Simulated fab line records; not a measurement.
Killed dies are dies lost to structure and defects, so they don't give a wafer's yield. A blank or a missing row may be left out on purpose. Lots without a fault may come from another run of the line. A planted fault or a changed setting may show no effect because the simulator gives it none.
Matching of chambers | flow n5Finfet | rieDiel-02 running N5_FIN_SAQP_STRIP_70: 4 sister chambers
The step strips in N2/H2. 4 wafers are shown with their chamber, then 11 later ones without.

== EACH WAFER AND ITS CHAMBER ==
wafer  | chamber | drypumpMotorCurrentA (A)
L082.4 | 0       | 6.2
L087.5 | 3       | 5.2
L087.6 | 2       | 6.7
L088.1 | 1       | 5.8

== WAFERS WHOSE CHAMBER IS MISSING ==
wafer  | drypumpMotorCurrentA (A)
L088.2 | 6.7
L088.5 | 5.8
L090.2 | 5.8
L090.3 | 6.2
L090.5 | 5.2
L095.1 | 5.2
L095.4 | 6.7
L095.6 | 6.2
L096.2 | 5.2
L096.4 | 6.2
L096.5 | 5.9

== WHICH CHAMBER EACH ONE RAN IN ==
wafer  | from the rows above | in truth
L088.2 | 2                   | 2
L088.5 | 1                   | 1
L090.2 | 1                   | 1
L090.3 | 0                   | 0
L090.5 | 3                   | 3
L095.1 | 3                   | 3
L095.4 | 2                   | 2
L095.6 | 0                   | 0
L096.2 | 3                   | 3
L096.4 | 0                   | 0
L096.5 | 1                   | 1
Correct placement for 11 of the 11. From these rows, 0 cannot be placed. Placed wrongly: 0.
How it was worked out, from the rows above alone: a wafer's distance from a chamber is the root of the sum, over the readings, of the square of ((its reading less the chamber's mean) divided by the reading's scatter). The wafer belongs to the nearest chamber; if the next one is less than 2 further off, it can't be placed. Each chamber's mean is taken over the wafers shown for it. The scatter (one wafer shown for each chamber): square how far every hidden wafer sits from the nearest shown wafer, average those squares and take the square root.
